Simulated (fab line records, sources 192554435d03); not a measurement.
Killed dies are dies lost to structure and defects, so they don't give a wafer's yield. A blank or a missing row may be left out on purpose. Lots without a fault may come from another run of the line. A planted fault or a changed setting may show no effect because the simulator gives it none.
A struck lot beside a sound one | flow n5_finfet | 35 steps out of a route of 1938
Sound: wafers L604.1, L604.2, L604.6. Struck: wafers L613.1, L613.3, L613.4. The cause comes at the end.
At each step with rows: each side's tool, then ch and its chambers, then its first start. Under that, the readings that differ: sound wafers | struck wafers | difference of the means | sigmas: that difference in standard deviations of wafers without a fault.
alike: readings whose means differ by less than 2 such deviations, and words and numbers that are the same on both sides. not compared: withheld readings, readings that some wafer has no value for, bounds like >300 that may hide the same value, and numbers for which the record gives no deviation and whose values overlap.
The two part at a step that has a row with sigmas, a row that says differs or no value, or rows on one side only. Numbers that don't overlap but have no deviation are shown without sigmas and don't part them. A reading that every wafer of one side lacks parts them only if that side has two wafers or more.

first, 11 steps without rows for these wafers: N5_BEOL_M15_STRIP_36 (strips in O2); N5_BEOL_M15_STRIP_62 (strips in O2); N5_BEOL_M15_STRIP_37 (strips in O2); N5_BEOL_M15_ETCH_38 (etches SiCN in CF4/N2, target depth 106.4 nm, time 120.5 s); N5_BEOL_M15_PRECLEAN_39 (cleans in residue remover, time 60 s); N5_BEOL_M15_SRD_40 (time 30 s, dry time 30 s); N5_BEOL_M15_DEGAS_41 (time 60 s); N5_BEOL_M15_PRE_CLEAN_42 (time 30 s); N5_BEOL_M15_SPUTTER_43 (material TaN, target thk 15 nm, time 24.19 s); N5_BEOL_M15_SPUTTER_44 (material Ta, target thk 15 nm, time 24.19 s); N5_BEOL_M15_SPUTTER_45 (material Cu, target thk 100 nm, time 16.67 s).
N5_BEOL_M15_ECD_47: material Cu, target thk 1860 nm.
  sound on ecd_cu-01 ch 0,1, day 18 06:17; struck on ecd_cu-01 ch 0,1, day 19 15:38
then, 22 steps without rows for these wafers: N5_BEOL_M15_ANNEAL_48 (time 90 s); N5_BEOL_M15_CMP_49 (polishes, stops on SiO2, t overpolish 4.9 s, target thk 850 nm); N5_BEOL_M15_PRE_CLEAN_52 (time 15 s); N5_BEOL_M15_DEP_53 (deposits SiCN from 3MS/NH3, target thk 50 nm, time 17.8 s); N5_PASSIVATION_PECVD_00 (deposits SiO2 from SiH4/N2O, target thk 200 nm, time 11.2 s); N5_MIM_BOT_DEGAS_01 (time 60 s); N5_MIM_BOT_SPUTTER_00 (material TiN, target thk 35 nm, time 89.7 s); N5_MIM_TOP_ALD_00 (deposits Al2O3, purge time 3 s, co reactant pulse time 3 s); N5_MIM_TOP_ALD_01 (deposits HfO2, target thk 5.6 nm, pulse time 1 s, purge time 3 s); N5_MIM_TOP_ALD_02 (deposits Al2O3, purge time 3 s, co reactant pulse time 3 s); N5_MIM_TOP_DEGAS_04 (time 60 s); N5_MIM_TOP_SPUTTER_03 (material TiN, target thk 35 nm, time 89.7 s); N5_MIM_TOP_LITHO_HMDS_01 (time 60 s); N5_MIM_TOP_LITHO_COAT_02; N5_MIM_TOP_LITHO_EBR_04; N5_MIM_TOP_LITHO_SOFTBAKE_03 (time 90 s); N5_MIM_TOP_LITHO_EXPOSE_05 (exposes mask MIM TOP, target cd 2000 nm); N5_MIM_TOP_LITHO_PEB_06; N5_MIM_TOP_LITHO_DEVELOP_07 (develop time 60 s); N5_MIM_TOP_LITHO_HARDBAKE_09 (time 120 s); N5_MIM_TOP_LITHO_DESCUM_10 (chemistry O2, time 7.9 s); N5_MIM_TOP_ETCH_ETCH_00 (etches TiN in Cl2/BCl3, target depth 38.5 nm).
N5_PASSIVATION_PROBE_49:
  sound on prober-01, day 18 23:57; struck on prober-01, day 20 06:50
  reading                  | sound | struck         | difference | sigmas
  defect_limited_yield (%) | 91.6  | 51.3 49.1 51.8 | -40.9      | -29
  killed_at_M4_up          | 15    | 521 549 501    | +509       | +91
  killed_dies              | 99    | 575 601 569    | +483       | +28
  killed_on_rim            | 9     | 78 66 68       | +62        | +16
  sort_bin_5_function (%)  | 5.1   | 29.7 32.1 29.5 | +25.3      | +27
  sort_bin_6_memory (%)    | 2.9   | 15.8 15.7 15.3 | +12.7      | +18
  sort_n_pass              | 1081  | 605 579 611    | -483       | -28
  sort_yield_pct (%)       | 91.6  | 51.3 49.1 51.8 | -40.9      | -29
  alike: killed_at_M0_to_M3, killed_at_contacts, killed_at_front_end, killed_at_other, killed_open, killed_short

WHERE THEY PART
Only at N5_PASSIVATION_PROBE_49, within this record.

WHY: what the simulator had put in
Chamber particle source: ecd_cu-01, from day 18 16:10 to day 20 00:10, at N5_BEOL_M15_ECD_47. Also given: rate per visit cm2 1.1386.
